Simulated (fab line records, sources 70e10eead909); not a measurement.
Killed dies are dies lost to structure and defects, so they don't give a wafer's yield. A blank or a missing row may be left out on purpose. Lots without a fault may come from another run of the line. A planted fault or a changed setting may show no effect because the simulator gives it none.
Which tool did it? | flow nand_harc | 11 lots, 33 wafers sampled, at 6 steps of a route of 1302

WHAT THE GAUGES READ, wafer by wafer
NHARC_P_GATE_CD_MEAS_91: target cd 2000 nm.
lot  | measured     | on        | cd_nm (nm)
L337 | day 6 10:05  | cd_sem-02 | 1998.8 1997.3 1998.8
L338 | day 6 20:33  | cd_sem-02 | 1999.8 1996.3 1997.6
L340 | day 7 16:27  | cd_sem-01 | 1997.7 2000.6 2000.0
L341 | day 8 04:05  | cd_sem-03 | 1997.3 1994.7 2000.2
L342 | day 8 11:57  | cd_sem-02 | 2000.4 1998.9 1999.8
L344 | day 9 10:50  | cd_sem-01 | 1967.7 1969.0 1967.0 1968.1 1968.7 1967.1
L353 | day 13 03:25 | cd_sem-03 | 1999.0 1998.3 1999.8
L354 | day 13 14:26 | cd_sem-03 | 2001.0 2002.5 2000.3
L355 | day 13 20:52 | cd_sem-02 | 1999.0 1996.0 1997.9
L356 | day 14 09:25 | cd_sem-01 | 2001.6 2004.3 2004.4
L358 | day 15 02:51 | cd_sem-02 | 1999.2 1999.2 2001.0

NHARC_END_SORT_01.
lot  | measured     | on        | killed_at_array | killed_at_other | killed_at_periphery | killed_dies | killed_open | killed_short
L344 | day 31 01:40 | prober-01 | 34 25 32        | 0 0 3           | 2 2 3               | 36 27 38    | 4 3 5       | 4 1 1

WHICH TOOL RAN EACH LOT (tool, then ch and the chambers of the sampled wafers, then the start)
lot  | NHARC_P_GATE_STRIP_108             | NHARC_P_GATE_STRIP_101             | NHARC_P_GATE_STRIP_76                | NHARC_P_GATE_EXPOSE_88
L337 | rie_diel-05 ch 2,3, day 5 19:34    | rie_diel-01 ch 1,2,3, day 6 05:53  | plasma_asher-01 ch 0,1, day 6 09:11  | krf_scanner-03 ch 0, day 6 09:56
L338 | rie_diel-13 ch 1,3, day 6 05:46    | rie_diel-01 ch 2,3, day 6 16:08    | plasma_asher-01 ch 0, day 6 19:37    | krf_scanner-04 ch 0, day 6 20:24
L340 | rie_diel-05 ch 2,3, day 7 02:00    | rie_diel-05 ch 0,2,3, day 7 12:17  | plasma_asher-02 ch 0,1, day 7 15:40  | krf_scanner-04 ch 0, day 7 16:18
L341 | rie_diel-13 ch 0,1,3, day 7 13:35  | rie_diel-05 ch 0,2, day 7 23:47    | plasma_asher-02 ch 0,1, day 8 03:10  | krf_scanner-03 ch 0, day 8 03:55
L342 | rie_diel-01 ch 0,1, day 7 21:25    | rie_diel-05 ch 0,2,3, day 8 07:40  | plasma_asher-01 ch 0,1, day 8 11:02  | krf_scanner-04 ch 0, day 8 11:47
L344 | rie_diel-01 ch 0,1, day 8 20:25    | rie_diel-05 ch 0,1,3, day 9 06:41  | plasma_asher-02 ch 0,1, day 9 10:03  | krf_scanner-04 ch 0, day 9 10:41
L353 | rie_diel-13 ch 0,1,2, day 12 13:02 | rie_diel-13 ch 1,2,3, day 12 23:10 | plasma_asher-01 ch 0,1, day 13 02:37 | krf_scanner-01 ch 0, day 13 03:16
L354 | rie_diel-05 ch 0,1,3, day 12 23:52 | rie_diel-01 ch 1,3, day 13 10:11   | plasma_asher-02 ch 0,1, day 13 13:39 | krf_scanner-01 ch 0, day 13 14:17
L355 | rie_diel-01 ch 1,2,3, day 13 06:00 | rie_diel-01 ch 1,2,3, day 13 16:20 | plasma_asher-01 ch 0,1, day 13 19:56 | krf_scanner-04 ch 0, day 13 20:42
L356 | rie_diel-01 ch 0,1,3, day 13 18:55 | rie_diel-05 ch 1,2,3, day 14 05:08 | plasma_asher-02 ch 0,1, day 14 08:29 | krf_scanner-01 ch 0, day 14 09:16
L358 | rie_diel-01 ch 2,3, day 14 12:16   | rie_diel-01 ch 0,1,2, day 14 22:28 | plasma_asher-02 ch 0,1, day 15 01:57 | krf_scanner-04 ch 0, day 15 02:42
- NHARC_P_GATE_STRIP_108: strips in O2.
- NHARC_P_GATE_STRIP_101: strips in O2, time 20 s.
- NHARC_P_GATE_STRIP_76: strips in O2.
- NHARC_P_GATE_EXPOSE_88: exposes mask P HVN, target cd 2000 nm.

WHAT THE TOOLS THEMSELVES READ (means of the sampled wafers that have a number; where no wafer has one, the mark that the record gives instead)
NHARC_P_GATE_STRIP_108.
lot  | tool        | drypump_motor_current_A (A) | oes_product_au (a.u.) | rf_vpp_V (V) | showerhead_plenum_p_Torr (Torr) | throttle_valve_pct (%)
L337 | rie_diel-05 | 6.3                         | 1.009                 | 58.4         | 3.74                            | 17.036
L338 | rie_diel-13 | 5.7                         | 1.006                 | 57.5         | 3.41                            | 17.037
L340 | rie_diel-05 | 6.3                         | 1.009                 | 58.5         | 3.73                            | 17.035
L341 | rie_diel-13 | 5.8                         | 1.009                 | 57.6         | 3.44                            | 17.033
L342 | rie_diel-01 | 5.6                         | 1.002                 | 57.2         | 3.51                            | 17.041
L344 | rie_diel-01 | 5.6                         | 1.001                 | 57.6         | 3.51                            | 17.032
L353 | rie_diel-13 | 5.8                         | 0.999                 | 57.9         | 3.55                            | 17.034
L354 | rie_diel-05 | 5.9                         | 1.016                 | 57.8         | 3.66                            | 17.037
L355 | rie_diel-01 | 5.7                         | 1.011                 | 58.5         | 3.57                            | 17.036
L356 | rie_diel-01 | 5.7                         | 1.011                 | 56.7         | 3.48                            | 17.036
L358 | rie_diel-01 | 5.6                         | 1.007                 | 57.7         | 3.55                            | 17.030

NHARC_P_GATE_STRIP_101.
lot  | tool        | drypump_motor_current_A (A) | oes_product_au (a.u.) | rf_vpp_V (V) | showerhead_plenum_p_Torr (Torr) | throttle_valve_pct (%)
L337 | rie_diel-01 | 5.7                         | 0.991                 | 57.6         | 3.57                            | 17.036
L338 | rie_diel-01 | 5.8                         | 0.994                 | 57.2         | 3.45                            | 17.035
L340 | rie_diel-05 | 5.9                         | 1.004                 | 58.4         | 3.73                            | 17.032
L341 | rie_diel-05 | 5.9                         | 0.999                 | 59.4         | 3.74                            | 17.032
L342 | rie_diel-05 | 5.9                         | 1.007                 | 58.5         | 3.73                            | 17.039
L344 | rie_diel-05 | 5.9                         | 1.018                 | 58.5         | 3.66                            | 17.037
L353 | rie_diel-13 | 5.8                         | 0.997                 | 58.4         | 3.52                            | 17.034
L354 | rie_diel-01 | 5.9                         | 1.005                 | 57.9         | 3.46                            | 17.035
L355 | rie_diel-01 | 5.7                         | 1.010                 | 57.5         | 3.57                            | 17.032
L356 | rie_diel-05 | 6.3                         | 1.018                 | 57.2         | 3.68                            | 17.037
L358 | rie_diel-01 | 5.5                         | 1.015                 | 57.5         | 3.59                            | 17.036

NHARC_P_GATE_STRIP_76.
lot  | tool            | drypump_motor_current_A (A) | heater_power_w (W) | temp_c (C)
L337 | plasma_asher-01 | 5.22                        | 360                | 249.96
L338 | plasma_asher-01 | 5.03                        | 340                | 249.91
L340 | plasma_asher-02 | 5.09                        | 331                | 250.05
L341 | plasma_asher-02 | 5.10                        | 327                | 250.06
L342 | plasma_asher-01 | 5.39                        | 366                | 250.13
L344 | plasma_asher-02 | 5.09                        | 331                | 250.01
L353 | plasma_asher-01 | 5.39                        | 369                | 249.96
L354 | plasma_asher-02 | 5.10                        | 323                | 249.95
L355 | plasma_asher-01 | 5.37                        | 370                | 249.95
L356 | plasma_asher-02 | 4.99                        | 334                | 250.08
L358 | plasma_asher-02 | 5.10                        | 321                | 250.08

THE ANSWER, worked out from the rows above alone
Rule: what is usual is taken from the lots themselves. Put in order of their means at a reading, lots are off if they are a third of the lots or fewer, leave a main group of 4 or more, and stand apart from it by a gap of 3 or more times the standard deviation of the main group's means; of several such gaps the widest counts. A main group whose means are all the same, to the digits that the tables above print for the reading, isn't used. A lot without any number at a reading at which 4 lots or more have one is off too. The other lots that the step has rows for count as sound. The gauges are gone through in route order, then the tools' own readings, and for those a lot's mean is taken as printed above. The first step at which some lot is off is used, and at that step the reading that is off furthest; a lot without a number counts as furthest.
Off: L344, at NHARC_P_GATE_CD_MEAS_91 (cd_nm). The main group: mean 1999.4 nm, standard deviation 1.8.
A tool fits if, at a process step before that reading, it ran every lot that is off, and no sound lot after the first of them. The gauges at NHARC_P_GATE_CD_MEAS_91 are tried like those tools. None of those tried fits.

WHAT THE SIMULATOR HAD PUT IN
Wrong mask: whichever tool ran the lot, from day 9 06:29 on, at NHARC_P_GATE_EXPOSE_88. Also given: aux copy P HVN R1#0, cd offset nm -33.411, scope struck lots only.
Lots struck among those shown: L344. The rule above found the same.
